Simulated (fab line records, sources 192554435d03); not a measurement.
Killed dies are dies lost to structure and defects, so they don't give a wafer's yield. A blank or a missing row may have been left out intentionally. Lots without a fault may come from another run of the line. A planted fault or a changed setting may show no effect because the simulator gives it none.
Matching of chambers || flow n5 finfet || N5_BEOL_M14_ETCH_59 on rie diel-03: 4 sister chambers
The step etches BARC in N2/H2, target depth 89 nm, overetch 26.7 nm, time 67.9 s. 8 wafers are shown with their chamber, then 8 later ones without.

== EACH WAFER AND ITS CHAMBER ==
{"wafer": "L075.6", "chamber": 1, "showerhead plenum p Torr (Torr)": 2.62, "oes product au (a.u.)": 0.80}
{"wafer": "L074.5", "chamber": 0, "showerhead plenum p Torr (Torr)": 2.41, "oes product au (a.u.)": 0.60}
{"wafer": "L083.5", "chamber": 0, "showerhead plenum p Torr (Torr)": 2.40, "oes product au (a.u.)": 0.60}
{"wafer": "L083.6", "chamber": 1, "showerhead plenum p Torr (Torr)": 2.62, "oes product au (a.u.)": 0.79}
{"wafer": "L085.2", "chamber": 2, "showerhead plenum p Torr (Torr)": 2.68, "oes product au (a.u.)": 0.71}
{"wafer": "L085.3", "chamber": 3, "showerhead plenum p Torr (Torr)": 2.64, "oes product au (a.u.)": 0.67}
{"wafer": "L085.4", "chamber": 2, "showerhead plenum p Torr (Torr)": 2.68, "oes product au (a.u.)": 0.71}
{"wafer": "L086.1", "chamber": 3, "showerhead plenum p Torr (Torr)": 2.64, "oes product au (a.u.)": 0.66}

== WAFERS WHOSE CHAMBER IS MISSING ==
{"wafer": "L086.5", "showerhead plenum p Torr (Torr)": 2.61, "oes product au (a.u.)": 0.76}
{"wafer": "L086.6", "showerhead plenum p Torr (Torr)": 2.40, "oes product au (a.u.)": 0.59}
{"wafer": "L091.1", "showerhead plenum p Torr (Torr)": 2.68, "oes product au (a.u.)": 0.70}
{"wafer": "L091.2", "showerhead plenum p Torr (Torr)": 2.61, "oes product au (a.u.)": 0.75}
{"wafer": "L091.3", "showerhead plenum p Torr (Torr)": 2.64, "oes product au (a.u.)": 0.67}
{"wafer": "L096.1", "showerhead plenum p Torr (Torr)": 2.71, "oes product au (a.u.)": 0.81}
{"wafer": "L096.2", "showerhead plenum p Torr (Torr)": 2.67, "oes product au (a.u.)": 0.68}
{"wafer": "L096.4", "showerhead plenum p Torr (Torr)": 2.60, "oes product au (a.u.)": 0.74}

== WHICH CHAMBER EACH WENT THROUGH ==
{"wafer": "L086.5", "from the rows above": 1, "in truth": 1}
{"wafer": "L086.6", "from the rows above": 0, "in truth": 0}
{"wafer": "L091.1", "from the rows above": 2, "in truth": 2}
{"wafer": "L091.2", "from the rows above": 1, "in truth": 1}
{"wafer": "L091.3", "from the rows above": 3, "in truth": 3}
{"wafer": "L096.1", "from the rows above": 2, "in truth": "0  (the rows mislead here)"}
{"wafer": "L096.2", "from the rows above": 2, "in truth": 2}
{"wafer": "L096.4", "from the rows above": 1, "in truth": 1}
Correct placement for 7 of the 8. Left unplaced by these rows: 0. Number placed wrongly: 1.
How it was worked out, from the rows above alone: a wafer's distance from a chamber is the root of the sum, over the readings, of the square of ((its reading less the chamber's mean) divided by the reading's scatter). The wafer belongs to the nearest chamber; if the next one is less than 2 further off, it can't be placed. A chamber's mean is the mean of its shown wafers. The scatter is the square root of a quotient: the sum, over the shown wafers, of each reading's squared deviation from its chamber's mean, divided by wafers minus chambers.
